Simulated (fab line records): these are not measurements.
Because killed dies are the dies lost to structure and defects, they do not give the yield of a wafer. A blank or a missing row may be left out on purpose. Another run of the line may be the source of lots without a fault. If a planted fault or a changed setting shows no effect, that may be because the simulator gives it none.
fab line records	flow n5-finfet
record: lots: 24	wafers: 72	last-day: 17
route steps=1938 shown BEOL_M4@1060
lots untouched by any fault: they come from a run of this same line in which no faults occurred
start-h: hours from the record's first day to the start of the lot's first wafer shown	wait-h: hours since the lot's step before	" the same as in the row above	L1.1+2: a single row standing in for several wafers	- no value, or no start given	* or withheld: withheld	< > ~ a bound
route shown NAME@n: NAME is a module with steps in the file, n the number in the route of the first one	usual: mean/standard deviation of fault-free wafers	same: alike in all rows	chamber/n: place in a boat	sites: the reading at each site	_std_site: their standard deviation	_edge_site: outer sites' mean less inner sites'	radius-mm: how far each site lies from the wafer's centre	mask NAME#n: copy n	behind: the tool/chamber that last shaped the wafer	hold: reason for holding the lot/hours on hold/outcome of the hold	device: transistor that didn't switch, given as n, p or np	end of line: at the end of the route, the tests of the same wafers	a step given without rows: its recipe and nothing more	killed: count of dies lost to structure and defects at first sort (not the wafer's yield)	map: a wafer's dies, x killed, . not, _ none there
set.NAME: the setting the step ran with; set.NAME@STEP: the setting that earlier step ran with	model.NAME: the simulator's own value behind a step, which no gauge read
one table for each step of the route and one row for each wafer, over a sample of lots
services: a tool's chamber out of use, with start hour (start-h, from the record's first day; less than 0 if before it), hours out, and reason
== steps ==
step: N5_BEOL_M4_ETCH_77
recipe: chemistry: N2/H2	target: underlayer	target-depth-a: 65	mask-material: CAR-EUV	time-s: 5.2	ion-energy-ev: 200	pressure-mtorr: 30	source-w: 840	bias-w: 150	n2-flow-sccm: 200	h2-flow-sccm: 200	ends: cleared
usual: drypump-motor-current-A: 5.7/0.51	etch-rf-on-time-s: 5.14/0.14	oes-product-au: 0.67/0.074	rf-vpp-V: 522.9/2.9	showerhead-plenum-p-Torr: 2.51/0.094	throttle-valve-pct: 17.96/0.23
lot.wafer	tool	chamber	start-h	wait-h	drypump-motor-current-A	etch-rf-on-time-s	oes-product-au	rf-hours-counter-h	rf-vpp-V	showerhead-plenum-p-Torr	throttle-valve-pct
L074.1	rie-diel-04	0	148.73	0.0	6.0	5.16	0.65	133	526.0	2.67	18.14
L074.2	"	3	"	"	4.9	5.07	0.64	148	522.9	2.44	18.10
L074.4	"	1	"	"	5.8	5.07	0.76	31	524.3	2.59	18.05
L075.1	rie-diel-04	3	157.69	0.0	4.9	5.08	0.62	151	519.6	2.44	18.13
L075.3	"	0	"	"	6.1	5.18	0.65	137	527.5	2.67	18.15
L075.4	"	2	"	"	4.9	5.44	0.60	195	525.3	2.63	17.87
L076.2	rie-diel-06	2	174.24	0.0	5.7	5.01	0.78	22	522.3	2.58	17.44
L076.3	"	3	"	"	5.1	5.04	0.80	12	522.5	2.49	17.73
L076.5	"	2	"	"	5.6	5.01	0.79	-	526.4	2.58	17.46
L077.2	rie-diel-06	3	189.33	0.0	5.1	5.15	0.78	17	522.7	2.49	17.71
L077.5	"	2	"	"	5.6	5.10	0.76	-	524.2	2.57	17.48
L077.6	"	1	"	"	5.7	5.16	0.61	-	517.8	2.31	17.94
L081.1	rie-diel-04	2	193.75	0.0	4.9	5.46	0.59	208	526.3	2.62	17.89
L081.5	"	2	"	"	4.8	5.43	0.60	-	524.3	2.62	17.89
L081.6	"	1	"	"	5.8	5.14	0.75	-	526.2	2.58	18.06
L080.3	rie-diel-06	3	193.79	0.0	5.1	5.07	0.77	18	523.8	2.49	17.72
L080.4	"	0	"	"	6.5	5.26	0.57	246	521.4	2.51	18.19
L080.5	"	0	"	"	6.5	5.26	0.57	-	524.3	2.51	18.22
L078.1	rie-diel-05	2	196.53	0.0	6.5	5.05	0.67	133	523.8	2.56	17.80
L078.5	"	0	"	"	5.8	5.31	0.61	-	524.0	2.53	18.28
L078.6	"	1	"	"	6.2	5.03	0.63	-	520.1	2.41	18.12
L079.1	rie-diel-06	0	198.01	0.0	6.5	5.28	0.57	248	521.3	2.51	18.19
L079.3	"	1	"	"	5.6	5.13	0.61	189	518.4	2.31	17.93
L079.4	"	2	"	"	5.6	5.00	0.79	29	524.8	2.57	17.46
L082.3	rie-diel-05	0	198.15	0.0	5.7	5.24	0.62	189	523.7	2.53	18.31
L082.4	"	1	"	"	6.1	4.97	0.63	206	521.0	2.41	18.09
L082.6	"	0	"	"	5.7	5.22	0.63	-	521.7	2.53	18.31
L083.2	rie-diel-04	3	211.53	0.0	4.9	5.02	0.62	169	518.6	2.43	18.14
L083.4	"	2	"	"	4.9	5.45	0.58	215	528.9	2.62	17.92
L083.5	"	3	"	"	4.9	5.00	0.62	-	522.5	2.43	18.16
L084.2	rie-diel-05	1	212.83	0.0	6.2	5.02	0.62	211	523.3	2.41	18.11
L084.5	"	0	"	"	5.8	5.37	0.62	-	523.9	2.53	18.28
L084.6	"	1	"	"	6.2	5.06	0.62	-	521.0	2.41	18.12
L085.2	rie-diel-06	0	231.98	0.0	6.5	5.25	0.83	3	522.6	2.51	17.81
L085.3	"	2	"	"	5.6	5.00	0.76	40	525.1	2.57	17.48
L085.4	"	3	"	"	5.1	5.05	0.76	29	520.0	2.49	17.74
L087.4	rie-diel-05	3	239.11	0.0	5.4	4.86	0.65	188	521.8	2.50	17.73
L087.5	"	1	"	"	6.1	5.00	0.62	-	519.1	2.40	18.16
L087.6	"	2	"	"	6.5	5.06	0.67	-	523.3	2.55	17.83
L086.1	rie-diel-04	1	246.23	0.0	5.8	5.04	0.72	71	525.2	2.57	18.10
L086.3	"	3	"	"	5.0	5.13	0.61	183	520.6	2.43	18.19
L086.4	"	2	"	"	4.9	5.47	0.58	229	525.2	2.61	17.91
L089.1	rie-diel-06	0	249.65	0.0	6.4	5.17	0.83	10	523.5	2.51	17.78
L089.3	"	3	"	"	5.1	4.99	0.75	35	522.5	2.48	17.77
L089.4	"	0	"	"	6.4	5.19	0.81	-	522.8	2.51	17.82
L088.3	rie-diel-06	0	249.80	0.0	6.4	5.21	0.80	10	520.2	2.51	17.83
L088.5	"	1	"	"	5.6	5.11	0.62	-	517.0	2.30	17.97
L088.6	"	0	"	"	6.4	5.18	0.82	-	524.6	2.51	17.80
L090.1	rie-diel-05	0	253.69	0.0	5.7	5.35	0.61	210	522.0	2.52	18.32
L090.4	"	0	"	"	5.7	5.34	0.60	-	521.0	2.52	18.34
L090.6	"	3	"	"	5.4	4.95	0.64	-	523.0	2.50	17.76
L091.2	rie-diel-06	2	254.72	0.0	5.6	5.00	0.75	45	524.9	2.57	17.48
L091.3	"	1	"	"	5.6	5.11	0.62	210	516.3	2.30	17.97
L091.5	"	0	"	"	6.4	5.18	0.82	-	522.4	2.51	17.83
L093.3	rie-diel-06	2	265.76	0.0	5.6	4.94	0.75	49	525.9	2.56	17.50
L093.4	"	3	"	"	5.1	5.03	0.74	42	521.3	2.48	17.76
L093.5	"	1	"	"	5.6	5.13	0.60	-	519.8	2.30	17.97
L092.4	rie-diel-05	1	268.68	0.0	6.1	5.07	0.61	226	518.5	2.40	18.16
L092.5	"	1	"	"	6.1	5.06	0.60	-	518.8	2.40	18.15
L092.6	"	2	"	"	6.5	5.12	0.67	-	524.9	2.54	17.86
L094.1	rie-diel-04	1	284.09	0.0	5.8	5.13	0.71	86	525.1	2.57	18.14
L094.4	"	3	"	"	4.9	5.07	0.60	195	521.1	2.42	18.19
L094.6	"	1	"	"	5.8	5.11	0.71	-	524.3	2.57	18.13
L095.1	rie-diel-04	0	297.10	0.0	6.0	5.22	0.61	175	525.5	2.65	18.20
L095.3	"	2	"	"	4.9	5.54	0.57	247	524.9	2.61	17.97
L095.4	"	3	"	"	4.9	5.12	0.60	199	519.1	2.42	18.21
L096.1	rie-diel-05	2	298.63	0.0	6.5	5.07	0.65	174	522.9	2.54	17.88
L096.3	"	3	"	"	5.4	4.82	0.63	211	522.4	2.50	17.78
L096.5	"	3	"	"	5.5	4.93	0.62	-	521.4	2.49	17.78
L097.3	rie-diel-05	2	305.16	0.0	6.5	5.13	0.65	176	523.1	2.54	17.90
L097.4	"	0	"	"	5.7	5.28	0.60	228	522.7	2.51	18.34
L097.6	"	2	"	"	6.5	5.16	0.65	-	524.6	2.54	17.88
step: N5_BEOL_M4_VIA_ETCH_34
recipe: chemistry: C4F6/O2	target-depth-a: 694	mask-material: SOC	pressure-mtorr: 15	ion-energy-ev: 250	taper-deg: 4	time-s: 65.9	source-w: 350	bias-w: 170	Ar_flow_sccm: 300	C4F6_flow_sccm: 10	O2_flow_sccm: 10
usual: O2_flow_sccm: 10.00/0.031	drypump-motor-current-A: 5.6/0.52	oes-product-au: 0.78/0.086	rf-vpp-V: 665/13	showerhead-plenum-p-Torr: 2.80/0.098	throttle-valve-pct: 30.81/0.28
lot.wafer	tool	chamber	start-h	wait-h	O2_flow_sccm	drypump-motor-current-A	oes-product-au	rf-hours-counter-h	rf-vpp-V	showerhead-plenum-p-Torr	throttle-valve-pct
L074.1	rie-diel-05	2	161.82	0.0	10.05	6.5	0.80	122	690	2.83	30.33
L074.2	"	1	"	"	9.99	6.1	0.73	192	643	2.68	30.59
L074.4	"	3	"	"	10.01	5.4	0.78	161	678	2.84	30.84
L075.1	rie-diel-05	1	172.45	0.0	9.98	6.1	0.72	196	643	2.68	30.60
L075.3	"	0	"	"	9.91	5.7	0.74	180	673	2.81	30.91
L075.4	"	2	"	"	9.99	6.5	0.79	125	689	2.83	30.33
L076.2	rie-diel-06	3	180.04	0.0	10.03	5.1	0.92	14	669	2.79	30.59
L076.3	"	0	"	"	10.02	6.4	0.67	243	662	2.81	30.94
L076.5	"	0	"	"	10.01	6.4	0.67	-	661	2.81	30.95
L077.2	rie-diel-06	3	191.42	0.0	10.02	5.1	0.92	17	670	2.79	30.60
L077.5	"	0	"	"	10.00	6.4	0.67	-	663	2.81	30.95
L077.6	"	3	"	"	9.97	5.1	0.91	-	669	2.79	30.59
L079.1	rie-diel-04	3	198.81	0.0	10.03	4.9	0.73	166	669	2.73	31.12
L079.3	"	1	"	"	9.94	5.8	0.86	52	641	2.90	31.19
L079.4	"	2	"	"	9.99	4.9	0.70	-	681	2.94	30.86
L081.1	rie-diel-06	0	198.85	0.0	10.03	6.4	0.67	248	663	2.81	30.95
L081.5	"	3	"	"	10.02	5.1	0.91	-	670	2.78	30.60
L081.6	"	0	"	"	9.95	6.4	0.67	-	663	2.81	30.95
L080.3	rie-diel-06	0	199.22	0.0	10.00	6.5	0.67	248	662	2.81	30.95
L080.4	"	1	"	"	9.98	5.6	0.73	190	655	2.61	31.07
L080.5	"	1	"	"	9.99	5.6	0.73	-	654	2.61	31.07
L078.1	rie-diel-05	0	199.29	0.0	10.00	5.8	0.73	190	672	2.80	30.95
L078.5	"	2	"	"	9.97	6.5	0.80	-	689	2.83	30.33
L078.6	"	3	"	"	10.01	5.4	0.76	-	677	2.84	30.86
L082.3	rie-diel-05	3	199.73	0.0	10.00	5.4	0.76	174	677	2.84	30.87
L082.4	"	1	"	"	10.04	6.1	0.73	207	642	2.67	30.60
L082.6	"	3	"	"	9.98	5.4	0.76	-	677	2.84	30.86
L083.2	rie-diel-06	3	215.73	0.0	9.95	5.1	0.90	25	670	2.78	30.60
L083.4	"	2	"	"	9.97	5.6	0.89	-	667	2.87	30.32
L083.5	"	3	"	"	9.96	5.1	0.90	-	670	2.78	30.60
L084.2	rie-diel-06	0	221.40	0.0	10.08	6.5	1.00	1	661	2.81	30.78
L084.5	"	0	"	"	10.03	6.5	1.01	-	663	2.81	30.77
L084.6	"	1	"	"	10.00	5.6	0.72	-	653	2.61	31.11
L085.2	rie-diel-06	2	239.98	0.0	10.00	5.6	0.89	43	667	2.86	30.34
L085.3	"	0	"	"	10.07	6.4	0.97	6	663	2.81	30.76
L085.4	"	1	"	"	10.01	5.6	0.72	203	654	2.60	31.09
L087.4	rie-diel-05	0	240.06	0.0	10.00	5.8	0.72	204	674	2.80	30.94
L087.5	"	3	"	"	9.98	5.4	0.75	-	676	2.83	30.88
L087.6	"	2	"	"	9.97	6.5	0.78	-	690	2.82	30.36
L086.1	rie-diel-04	0	247.11	0.0	10.02	6.0	0.73	158	659	2.96	30.86
L086.3	"	1	"	"	10.00	5.8	0.83	71	638	2.89	31.22
L086.4	"	3	"	"	9.99	4.9	0.71	183	668	2.73	31.14
L089.1	rie-diel-04	3	251.71	0.0	9.95	4.9	0.71	185	668	2.72	31.13
L089.3	"	2	"	"	9.98	4.9	0.68	231	681	2.93	30.89
L089.4	"	0	"	"	10.00	6.1	0.73	160	658	2.96	30.84
L091.2	rie-diel-04	1	256.74	0.0	9.98	5.8	0.82	75	640	2.89	31.23
L091.3	"	0	"	"	10.03	6.0	0.73	162	659	2.95	30.87
L091.5	"	3	"	"	9.98	4.9	0.70	-	669	2.72	31.15
L088.3	rie-diel-06	3	256.78	0.0	9.98	5.1	0.87	39	670	2.78	30.61
L088.5	"	2	"	"	10.00	5.6	0.88	-	668	2.86	30.34
L088.6	"	3	"	"	10.00	5.1	0.87	-	669	2.78	30.61
L090.1	rie-diel-04	0	260.03	0.0	10.03	6.1	0.73	163	658	2.95	30.86
L090.4	"	3	"	"	9.99	4.9	0.70	188	669	2.72	31.15
L090.6	"	2	"	"	9.99	4.9	0.68	-	680	2.92	30.89
L093.3	rie-diel-04	3	270.99	0.0	10.00	4.9	0.70	192	668	2.72	31.15
L093.4	"	2	"	"	9.97	4.8	0.68	238	681	2.92	30.89
L093.5	"	0	"	"	10.01	6.0	0.72	-	658	2.95	30.88
L092.4	rie-diel-06	2	282.40	0.0	10.02	5.6	0.87	55	666	2.86	30.34
L092.5	"	1	"	"	10.01	5.6	0.71	-	653	2.60	31.12
L092.6	"	2	"	"	9.99	5.6	0.86	-	667	2.86	30.33
L094.1	rie-diel-04	1	291.79	0.0	10.02	5.8	0.82	88	640	2.88	31.23
L094.4	"	0	"	"	10.03	6.0	0.72	173	658	2.95	30.85
L094.6	"	1	"	"	10.03	5.8	0.81	-	640	2.88	31.23
L095.1	rie-diel-05	3	305.51	0.0	9.94	5.4	0.73	213	676	2.82	30.89
L095.3	"	1	"	"	9.95	6.2	0.70	240	642	2.66	30.66
L095.4	"	2	"	"	9.95	6.5	0.76	177	689	2.81	30.39
L096.1	rie-diel-06	3	305.51	0.0	9.98	5.1	0.85	56	670	2.77	30.65
L096.3	"	1	"	"	9.99	5.6	0.70	228	653	2.59	31.12
L096.5	"	3	"	"	9.98	5.1	0.84	-	670	2.77	30.64
L097.3	rie-diel-05	2	309.02	0.0	9.96	6.5	0.75	178	688	2.81	30.38
L097.4	"	0	"	"	10.01	5.8	0.71	230	673	2.78	30.97
L097.6	"	2	"	"	9.96	6.5	0.75	-	690	2.81	30.39
step: N5_BEOL_M4_DEGAS_44
recipe: ambient: vacuum	temp-c: 250	time-s: 60
usual: heater-power-w: 345/25
lot.wafer	tool	chamber	start-h	wait-h	heater-power-w
L074.1	pvd-sputter-01	-	162.70	0.5	319
L074.2	"	-	"	"	322
L074.4	"	-	"	"	356
L075.1	pvd-sputter-03	-	173.12	0.3	328
L075.3	"	-	"	"	413
L075.4	"	-	"	"	335
L076.2	pvd-sputter-01	-	181.17	0.7	364
L076.3	"	-	"	"	340
L076.5	"	-	"	"	327
L077.2	pvd-sputter-01	-	192.08	0.3	340
L077.5	"	-	"	"	323
L077.6	"	-	"	"	359
L079.1	pvd-sputter-01	-	199.50	0.3	321
L079.3	"	-	"	"	348
L079.4	"	-	"	"	319
L081.1	pvd-sputter-03	-	199.56	0.2	402
L081.5	"	-	"	"	387
L081.6	"	-	"	"	331
L080.3	pvd-sputter-03	-	199.72	0.1	333
L080.4	"	-	"	"	350
L080.5	"	-	"	"	327
L078.1	pvd-sputter-03	-	199.80	0.1	339
L078.5	"	-	"	"	321
L078.6	"	-	"	"	409
L082.3	pvd-sputter-03	-	200.22	0.1	331
L082.4	"	-	"	"	335
L082.6	"	-	"	"	336
L083.2	pvd-sputter-01	-	216.47	0.3	365
L083.4	"	-	"	"	346
L083.5	"	-	"	"	320
L084.2	pvd-sputter-01	-	222.09	0.3	321
L084.5	"	-	"	"	327
L084.6	"	-	"	"	320
L085.2	pvd-sputter-01	-	240.88	0.5	318
L085.3	"	-	"	"	360
L085.4	"	-	"	"	328
L087.4	pvd-sputter-01	-	240.96	0.5	365
L087.5	"	-	"	"	324
L087.6	"	-	"	"	316
L086.1	pvd-sputter-01	-	247.64	0.1	319
L086.3	"	-	"	"	340
L086.4	"	-	"	"	363
L089.1	pvd-sputter-01	-	252.68	0.6	337
L089.3	"	-	"	"	323
L089.4	"	-	"	"	360
L091.2	pvd-sputter-01	-	257.41	0.3	337
L091.3	"	-	"	"	322
L091.5	"	-	"	"	341
L088.3	pvd-sputter-01	-	257.49	0.3	367
L088.5	"	-	"	"	325
L088.6	"	-	"	"	343
L090.1	pvd-sputter-01	-	260.87	0.4	324
L090.4	"	-	"	"	362
L090.6	"	-	"	"	368
L093.3	pvd-sputter-02	-	271.75	0.3	351
L093.4	"	-	"	"	345
L093.5	"	-	"	"	373
L092.4	pvd-sputter-03	-	283.19	0.4	333
L092.5	"	-	"	"	331
L092.6	"	-	"	"	392
L094.1	pvd-sputter-03	-	292.35	0.1	331
L094.4	"	-	"	"	354
L094.6	"	-	"	"	409
L095.1	pvd-sputter-02	-	306.31	0.4	343
L095.3	"	-	"	"	351
L095.4	"	-	"	"	362
L096.1	pvd-sputter-02	-	306.39	0.4	381
L096.3	"	-	"	"	345
L096.5	"	-	"	"	330
L097.3	pvd-sputter-03	-	309.46	0.0	397
L097.4	"	-	"	"	330
L097.6	"	-	"	"	403
step: N5_BEOL_M4_ALD_84
recipe: material: TaN	target-thk-a: *	temp-c: 275	ald-precursor-family: PDMAT	ald-co-reactant: NH3	pressure-torr: 3	carrier-flow-sccm: 1500	pulse-time-s: 2	purge-time-s: 3	co-reactant-purge-time-s: 2	co-reactant-pulse-time-s: 3	ald-cycles: 30	precursor-vessel-temp-c: 75	precursor-vessel-pressure-torr: 26.25	precursor-vessel-carrier-sccm: 1000
usual: chamber-pressure-Torr: 3.001/0.0068	heater-power-w: 427/51	mfc-carrier-sccm: 1499/4.8	precursor-vessel-carrier-sccm: 1000/3.2
lot.wafer	tool	chamber	start-h	wait-h	chamber-pressure-Torr	heater-power-w	mfc-carrier-sccm	precursor-vessel-carrier-sccm	since-wet-clean-h
L074.1	ald-metal-02	3	163.03	0.3	3.005	472	1497	1001	5980
L074.2	"	2	"	"	2.990	463	1497	1002	5980
L074.4	"	0	"	"	3.004	379	1504	997	5980
L075.1	ald-metal-03	0	173.22	0.0	3.007	507	1509	996	4452
L075.3	"	2	"	"	2.997	434	1502	998	4452
L075.4	"	1	"	"	2.989	472	1503	997	4452
L076.2	ald-metal-01	1	181.29	0.1	3.003	341	1499	1005	2921
L076.3	"	0	"	"	3.004	430	1500	1002	2921
L076.5	"	1	"	"	3.000	324	1497	999	-
L077.2	ald-metal-03	3	192.18	0.0	3.004	349	1504	1002	4470
L077.5	"	1	"	"	3.009	477	1500	996	-
L077.6	"	2	"	"	3.000	435	1501	1004	-
L079.1	ald-metal-03	0	199.61	0.0	2.987	508	1491	1004	4478
L079.3	"	1	"	"	3.013	479	1504	1002	4478
L079.4	"	0	"	"	2.996	509	1491	1003	-
L081.1	ald-metal-01	1	199.66	0.0	3.007	322	1497	1003	2939
L081.5	"	1	"	"	3.003	329	1496	997	-
L081.6	"	2	"	"	3.016	433	1496	999	-
L080.3	ald-metal-02	1	199.82	0.0	3.008	434	1495	997	6017
L080.4	"	3	"	"	3.002	476	1500	1003	6017
L080.5	"	1	"	"	3.001	435	1501	997	-
L078.1	ald-metal-03	3	200.02	0.2	3.003	345	1508	998	4478
L078.5	"	3	"	"	3.008	348	1506	999	-
L078.6	"	1	"	"	2.996	463	1492	995	-
L082.3	ald-metal-02	3	200.50	0.2	3.006	454	1504	1000	6017
L082.4	"	0	"	"	2.993	383	1499	1001	6017
L082.6	"	3	"	"	3.001	469	1506	999	-
L083.2	ald-metal-03	0	216.67	0.1	3.002	504	1498	999	4495
L083.4	"	2	"	"	2.996	440	1500	1002	4495
L083.5	"	1	"	"	2.991	478	1502	998	-
L084.2	ald-metal-03	1	222.20	0.0	3.008	472	1508	1001	4500
L084.5	"	3	"	"	3.010	343	1505	999	-
L084.6	"	2	"	"	3.000	433	1499	995	-
L085.2	ald-metal-01	1	240.98	0.0	3.015	332	1501	998	2981
L085.3	"	3	"	"	2.997	451	1501	1004	2981
L085.4	"	0	"	"	2.983	423	1496	1003	2981
L087.4	ald-metal-02	2	241.06	0.0	2.998	445	1500	1003	6058
L087.5	"	2	"	"	3.002	468	1494	1006	-
L087.6	"	3	"	"	2.992	484	1503	1001	-
L086.1	ald-metal-01	0	247.93	0.2	2.995	413	1501	995	2988
L086.3	"	2	"	"	2.988	438	1493	1000	2988
L086.4	"	1	"	"	2.992	334	1490	1004	2988
L089.1	ald-metal-02	3	252.78	0.0	2.996	463	1506	994	6070
L089.3	"	1	"	"	3.012	435	1501	998	6070
L089.4	"	0	"	"	2.996	383	1495	999	6070
L091.2	ald-metal-01	0	257.53	0.1	2.993	411	1493	999	2997
L091.3	"	3	"	"	2.996	436	1498	1000	2997
L091.5	"	1	"	"	3.008	328	1506	1002	-
L088.3	ald-metal-01	2	257.82	0.3	3.000	436	1495	1003	2998
L088.5	"	0	"	"	3.021	419	1499	1002	-
L088.6	"	1	"	"	3.011	328	1503	1000	-
L090.1	ald-metal-01	0	260.98	0.0	3.001	427	1493	999	3001
L090.4	"	2	"	"	2.996	435	1498	999	3001
L090.6	"	3	"	"	3.009	444	1496	1005	-
L093.3	ald-metal-02	1	271.85	0.0	3.003	439	1500	997	6089
L093.4	"	2	"	"	3.008	444	1504	999	6089
L093.5	"	1	"	"	2.993	441	1495	1003	-
L092.4	ald-metal-03	3	283.40	0.2	3.008	358	1506	1000	4562
L092.5	"	1	"	"	2.999	461	1487	1004	-
L092.6	"	2	"	"	2.998	430	1499	998	-
L094.1	ald-metal-03	2	292.47	0.1	2.995	415	1499	1002	4571
L094.4	"	0	"	"	2.996	491	1492	1004	4571
L094.6	"	0	"	"	2.997	492	1494	1004	-
L095.1	ald-metal-02	1	306.56	0.2	2.998	445	1494	997	6123
L095.3	"	0	"	"	2.997	387	1493	1002	6123
L095.4	"	0	"	"	3.003	388	1497	992	-
L096.1	ald-metal-03	1	306.56	0.1	2.999	471	1498	998	4585
L096.3	"	2	"	"	2.995	433	1502	998	4585
L096.5	"	2	"	"	3.009	443	1494	996	-
L097.3	ald-metal-01	0	309.56	0.0	3.002	418	1499	1006	3049
L097.4	"	3	"	"	2.999	447	1508	1000	3049
L097.6	"	2	"	"	2.990	420	1498	1005	-
step: N5_BEOL_M4_SURFACE_TREAT_85
recipe: gas: Ar	time-s: *	ion-energy-ev: *	ion-current-ma-cm2: 0.5	pressure-mtorr: *	ar-flow-sccm: 30
usual: throttle-valve-pct: *
lot.wafer	tool	chamber	start-h	wait-h	throttle-valve-pct
L074.1	pvd-sputter-03	-	163.53	0.4	*
L074.2	"	-	"	"	*
L074.4	"	-	"	"	*
L075.1	pvd-sputter-03	-	173.52	0.2	*
L075.3	"	-	"	"	*
L075.4	"	-	"	"	*
L076.2	pvd-sputter-01	-	181.65	0.3	*
L076.3	"	-	"	"	*
L076.5	"	-	"	"	*
L077.2	pvd-sputter-02	-	192.40	0.1	*
L077.5	"	-	"	"	*
L077.6	"	-	"	"	*
L079.1	pvd-sputter-02	-	199.86	0.2	*
L079.3	"	-	"	"	*
L079.4	"	-	"	"	*
L081.1	pvd-sputter-02	-	199.90	0.1	*
L081.5	"	-	"	"	*
L081.6	"	-	"	"	*
L080.3	pvd-sputter-02	-	200.08	0.2	*
L080.4	"	-	"	"	*
L080.5	"	-	"	"	*
L078.1	pvd-sputter-03	-	200.74	0.6	*
L078.5	"	-	"	"	*
L078.6	"	-	"	"	*
L082.3	pvd-sputter-02	-	201.96	1.4	*
L082.4	"	-	"	"	*
L082.6	"	-	"	"	*
L083.2	pvd-sputter-02	-	216.99	0.2	*
L083.4	"	-	"	"	*
L083.5	"	-	"	"	*
L084.2	pvd-sputter-03	-	222.51	0.2	*
L084.5	"	-	"	"	*
L084.6	"	-	"	"	*
L085.2	pvd-sputter-03	-	241.23	0.1	*
L085.3	"	-	"	"	*
L085.4	"	-	"	"	*
L087.4	pvd-sputter-01	-	241.36	0.2	*
L087.5	"	-	"	"	*
L087.6	"	-	"	"	*
L086.1	pvd-sputter-03	-	248.32	0.3	*
L086.3	"	-	"	"	*
L086.4	"	-	"	"	*
L089.1	pvd-sputter-02	-	253.06	0.2	*
L089.3	"	-	"	"	*
L089.4	"	-	"	"	*
L091.2	pvd-sputter-02	-	257.82	0.2	*
L091.3	"	-	"	"	*
L091.5	"	-	"	"	*
L088.3	pvd-sputter-02	-	258.08	0.2	*
L088.5	"	-	"	"	*
L088.6	"	-	"	"	*
L090.1	pvd-sputter-02	-	261.22	0.1	*
L090.4	"	-	"	"	*
L090.6	"	-	"	"	*
L093.3	pvd-sputter-02	-	272.19	0.2	*
L093.4	"	-	"	"	*
L093.5	"	-	"	"	*
L092.4	pvd-sputter-03	-	283.67	0.2	*
L092.5	"	-	"	"	*
L092.6	"	-	"	"	*
L094.1	pvd-sputter-01	-	292.70	0.1	*
L094.4	"	-	"	"	*
L094.6	"	-	"	"	*
L095.1	pvd-sputter-02	-	306.79	0.1	*
L095.3	"	-	"	"	*
L095.4	"	-	"	"	*
L096.1	pvd-sputter-01	-	306.80	0.1	*
L096.3	"	-	"	"	*
L096.5	"	-	"	"	*
L097.3	pvd-sputter-02	-	309.87	0.2	*
L097.4	"	-	"	"	*
L097.6	"	-	"	"	*
step: N5_BEOL_M4_SPUTTER_92
recipe: material: Cu	target-thk-a: 45	temp-c: -20	chamber-pressure-pa: 0.07	power-w: withheld	time-s: 8.29
usual: throttle-valve-pct: 30.2/1.1
lot.wafer	tool	chamber	start-h	wait-h	throttle-valve-pct
L074.1	pvd-sputter-03	-	165.41	0.1	28.4
L074.2	"	-	"	"	30.7
L074.4	"	-	"	"	31.2
L075.1	pvd-sputter-03	-	175.06	0.1	28.6
L075.3	"	-	"	"	30.6
L075.4	"	-	"	"	28.9
L076.2	pvd-sputter-03	-	183.27	0.1	31.2
L076.3	"	-	"	"	29.0
L076.5	"	-	"	"	30.8
L077.2	pvd-sputter-03	-	195.34	0.1	30.6
L077.5	"	-	"	"	28.6
L077.6	"	-	"	"	28.4
L081.1	pvd-sputter-02	-	201.44	0.1	30.5
L081.5	"	-	"	"	29.7
L081.6	"	-	"	"	30.7
L079.1	pvd-sputter-01	-	201.50	0.1	30.2
L079.3	"	-	"	"	31.3
L079.4	"	-	"	"	32.4
L080.3	pvd-sputter-03	-	202.10	0.1	28.6
L080.4	"	-	"	"	30.4
L080.5	"	-	"	"	31.5
L078.1	pvd-sputter-02	-	203.32	0.1	30.2
L078.5	"	-	"	"	30.9
L078.6	"	-	"	"	30.5
L082.3	pvd-sputter-01	-	203.64	0.1	32.9
L082.4	"	-	"	"	31.3
L082.6	"	-	"	"	30.5
L083.2	pvd-sputter-01	-	218.71	0.1	32.6
L083.4	"	-	"	"	30.1
L083.5	"	-	"	"	30.4
L084.2	pvd-sputter-03	-	224.07	0.1	28.7
L084.5	"	-	"	"	30.6
L084.6	"	-	"	"	31.1
L085.2	pvd-sputter-01	-	242.90	0.1	31.3
L085.3	"	-	"	"	30.4
L085.4	"	-	"	"	32.8
L087.4	pvd-sputter-02	-	243.12	0.1	30.7
L087.5	"	-	"	"	29.9
L087.6	"	-	"	"	30.3
L086.1	pvd-sputter-03	-	251.52	0.1	28.6
L086.3	"	-	"	"	30.6
L086.4	"	-	"	"	31.2
L089.1	pvd-sputter-03	-	254.62	0.1	28.8
L089.3	"	-	"	"	30.6
L089.4	"	-	"	"	28.6
L091.2	pvd-sputter-02	-	259.44	0.1	29.7
L091.3	"	-	"	"	30.8
L091.5	"	-	"	"	30.7
L088.3	pvd-sputter-01	-	259.73	0.1	30.5
L088.5	"	-	"	"	30.1
L088.6	"	-	"	"	29.8
L090.1	pvd-sputter-02	-	262.78	0.1	30.3
L090.4	"	-	"	"	30.5
L090.6	"	-	"	"	30.2
L093.3	pvd-sputter-03	-	273.93	0.1	30.6
L093.4	"	-	"	"	31.4
L093.5	"	-	"	"	28.9
L092.4	pvd-sputter-03	-	285.27	0.1	30.4
L092.5	"	-	"	"	28.8
L092.6	"	-	"	"	28.3
L094.1	pvd-sputter-03	-	294.27	0.1	30.7
L094.4	"	-	"	"	31.2
L094.6	"	-	"	"	31.1
L096.1	pvd-sputter-01	-	308.42	0.1	32.6
L096.3	"	-	"	"	31.1
L096.5	"	-	"	"	30.2
L095.1	pvd-sputter-02	-	308.55	0.1	29.6
L095.3	"	-	"	"	31.0
L095.4	"	-	"	"	30.4
L097.3	pvd-sputter-03	-	311.92	0.1	31.3
L097.4	"	-	"	"	29.0
L097.6	"	-	"	"	31.1
== services ==
tool	chamber	start-h	hours	kind
pvd-sputter-01	-	129.15	1.9	repair
rie-diel-05	-	130.49	0.3	repair
ald-metal-01	-	144.94	6.0	pm
ald-metal-02	0	148.49	1.9	repair
ald-metal-03	-	156.11	8.7	pm
rie-diel-04	0	167.03	32.6	repair
rie-diel-04	3	191.39	5.6	repair
ald-metal-03	2	196.79	18.2	repair
ald-metal-03	3	203.64	4.5	repair
rie-diel-06	0	204.57	-	clean
rie-diel-06	0	204.57	-	consumable-replace:focus-ring
rie-diel-06	0	204.57	14.5	scheduled-down
rie-diel-05	-	219.24	0.6	repair
ald-metal-02	-	224.58	1.5	repair
rie-diel-06	-	226.50	4.3	pm
ald-metal-03	-	233.30	28.1	pm
pvd-sputter-02	-	238.19	1.5	repair
rie-diel-06	2	244.62	10.0	repair
rie-diel-05	1	249.20	16.5	repair
ald-metal-03	-	261.40	6.0	pm
rie-diel-04	3	277.18	5.2	repair
pvd-sputter-02	-	285.64	5.0	repair
ald-metal-01	3	288.07	13.9	repair
ald-metal-02	3	289.54	23.9	repair
== key ==
fault none
